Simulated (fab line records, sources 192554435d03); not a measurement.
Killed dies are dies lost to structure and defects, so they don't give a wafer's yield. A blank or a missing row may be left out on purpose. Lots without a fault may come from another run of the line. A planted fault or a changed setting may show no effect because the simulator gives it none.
Which tool did it? | flow n5_finfet | 12 lots, 33 wafers sampled, at 2 steps of a route of 1938

WHAT THE GAUGES READ, wafer by wafer
N5_BEOL_M14_OVL_MEAS_29.
lot  | measured     | on         | M14_OVL (nm)
L458 | day 12 15:32 | overlay-01 | -8 -9 -4
L457 | day 12 18:05 | overlay-02 | -3 0 -5
L461 | day 13 00:48 | overlay-02 | -3 -2 -5
L462 | day 13 02:15 | overlay-01 | -1 -5 -5
L463 | day 13 04:36 | overlay-02 | 7 9 -4
L464 | day 13 19:41 | overlay-02 | -10 -5 -7
L469 | day 15 03:07 | overlay-02 | -5 1
L470 | day 15 14:58 | overlay-01 | 4 -4
L472 | day 15 17:37 | overlay-02 | -4 4
L474 | day 16 02:14 | overlay-02 | -8 -7 -7
L475 | day 16 09:47 | overlay-01 | 2 -5 2
L478 | day 17 16:43 | overlay-02 | -10 -10 -4

N5_BEOL_M14_OCD_MEAS_35.
lot  | measured     | on     | trench_depth_nm (nm)
L458 | day 12 16:12 | ocd-02 | 560 566 578
L457 | day 12 18:47 | ocd-01 | 550 567 553
L461 | day 13 01:28 | ocd-01 | 560 576 563
L462 | day 13 02:57 | ocd-01 | 553 579 555
L463 | day 13 05:16 | ocd-02 | 556 555 550
L464 | day 13 20:24 | ocd-01 | 554 543 548
L469 | day 15 04:03 | ocd-02 | 570 560
L470 | day 15 15:38 | ocd-02 | 554 569
L472 | day 15 18:25 | ocd-02 | 565 554
L474 | day 16 03:23 | ocd-01 | 547 555 551
L475 | day 16 10:34 | ocd-02 | 558 554 546
L478 | day 17 17:25 | ocd-01 | 557 565 549

WHICH TOOL RAN EACH LOT (tool, then ch and the chambers of the sampled wafers, then the start)
The record holds no process step before these readings.

WHAT THE TOOLS THEMSELVES READ (means of the sampled wafers that have a number; where no wafer has one, the mark that the record gives instead)
The record holds no such reading with a usual standard deviation.

THE ANSWER, worked out from the rows above alone
Rule: what is usual is taken from the lots themselves. Put in order of their means at a reading, lots are off if they are a third of the lots or fewer, leave a main group of 4 or more, and stand apart from it by a gap of 3 or more times the standard deviation of the main group's means; of several such gaps the widest counts. A main group whose means are all the same, to the digits that the tables above print for the reading, isn't used. A lot without any number at a reading at which 4 lots or more have one is off too. The other lots that the step has rows for count as sound. The gauges are gone through in route order, then the tools' own readings, and for those a lot's mean is taken as printed above. The first step at which some lot is off is used, and at that step the reading that is off furthest; a lot without a number counts as furthest.
No lot is off at any reading shown: from this, nothing can be told.

WHAT THE SIMULATOR HAD PUT IN
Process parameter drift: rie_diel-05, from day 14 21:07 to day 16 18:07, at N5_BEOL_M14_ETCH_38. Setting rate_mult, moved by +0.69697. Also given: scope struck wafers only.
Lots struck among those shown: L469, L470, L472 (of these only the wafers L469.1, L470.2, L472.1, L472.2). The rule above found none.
